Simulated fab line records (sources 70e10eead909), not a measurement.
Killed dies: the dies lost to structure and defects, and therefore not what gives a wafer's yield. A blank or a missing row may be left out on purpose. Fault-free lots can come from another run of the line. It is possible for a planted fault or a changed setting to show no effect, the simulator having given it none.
Which of the tools did it?    flow nandHarc    6 lots with 16 wafers sampled at 5 steps, on a route of 1302 steps

== WHAT EACH GAUGE READ, for each wafer ==
NHARC_END_SORT_01.
lot   measured      on         killedDies
L526  day 25 09:55  prober-01  65 68 73
L530  day 26 23:28  prober-02  54 55 55
L533  day 28 03:53  prober-01  61 57 66
L535  day 28 19:32  prober-01  47 62 58
L538  day 31 08:33  prober-02  303
L547  day 33 05:47  prober-02  44 46 50

== WHAT TOOL EACH LOT RAN ON (gives the tool, then ch and the chambers of the sampled wafers, and finally the start) ==
lot   NHARC_A_SGD_CUT_DEP_00           NHARC_A_SGD_CUT_ETCH_58            NHARC_A_SGD_CUT_ETCH_59                       NHARC_A_SGD_CUT_CMP_21
L526  pecvd-02 ch 0,1, day 20 00:47    rieDiel-10 ch 1,3, day 20 01:46    rieDiel-10 ch 0,2,3, day 20 07:40 or earlier  cmp-01 ch 2,3, day 20 07:40
L530  pecvd-02 ch 1,2, day 21 15:53    rieDiel-07 ch 1,2,3, day 21 16:55  rieDiel-07 ch 2,3, day 21 23:48 or earlier    cmp-03 ch 1,3, day 21 23:48
L533  pecvd-01 ch 0,1,2, day 23 05:34  rieDiel-10 ch 0,1,3, day 23 06:33  rieDiel-10 ch 0,2,3, day 23 12:23 or earlier  cmp-03 ch 0,1,3, day 23 12:23
L535  pecvd-04 ch 0,2, day 23 16:34    rieDiel-07 ch 1,2,3, day 23 17:31  rieDiel-07 ch 0,1,2, day 24 00:08 or earlier  cmp-01 ch 1,2,3, day 24 00:08
L538  pecvd-04 ch 2, day 24 22:16      rieDiel-10 ch 3, day 24 23:01      rieDiel-10 ch 1, day 25 05:38 or earlier      cmp-01 ch 2, day 25 05:38
L547  pecvd-01 ch 0,1,2, day 28 05:49  rieDiel-13 ch 1,2,3, day 28 06:42  rieDiel-13 ch 0,2,3, day 28 13:56 or earlier  cmp-04 ch 0,2,3, day 28 13:56
- NHARC_A_SGD_CUT_DEP_00: deposits SiNx, target thk 50 nm.
- NHARC_A_SGD_CUT_ETCH_58: etches the open film in CF4, target depth 39 nm, time 65 s.
- NHARC_A_SGD_CUT_ETCH_59: etches the open film in N2/H2, target depth 260 nm, time 406.25 s.
- NHARC_A_SGD_CUT_CMP_21: polishes, target thk 148.19 nm.

== THE ANSWER, worked out from the rows above alone ==
Rule: what is usual is taken from the lots themselves. Put in order of their means at a reading, lots are off if they are a third of the lots or fewer, leave a main group of 4 or more, and stand apart from it by a gap of 3 or more times the standard deviation of the main group's means; of several such gaps the widest counts. Not used: any main group whose means are identical at the precision the tables above print for the reading. A lot without any number at a reading at which 4 lots or more have one is off too. Any other lot the step has rows for is counted as sound.
Off: L538 (NHARC_END_SORT_01, killedDies). Main group: mean 57, sd 7.3.
If a tool, at a process step before that reading, ran all the lots that are off and no sound lot after the first of them, it fits. Those tools and the gauges at NHARC_END_SORT_01 are tried in the same way. NHARC_A_SGD_CUT_ETCH_59: start missing for some lots; hours and lot order therefore follow NHARC_A_SGD_CUT_CMP_21. Can't be told from this: 3 tools fit, pecvd-04 at NHARC_A_SGD_CUT_DEP_00, rieDiel-10 at NHARC_A_SGD_CUT_ETCH_58 and NHARC_A_SGD_CUT_ETCH_59, cmp-01 at NHARC_A_SGD_CUT_CMP_21.

== WHAT THE SIMULATOR HAD PUT IN ==
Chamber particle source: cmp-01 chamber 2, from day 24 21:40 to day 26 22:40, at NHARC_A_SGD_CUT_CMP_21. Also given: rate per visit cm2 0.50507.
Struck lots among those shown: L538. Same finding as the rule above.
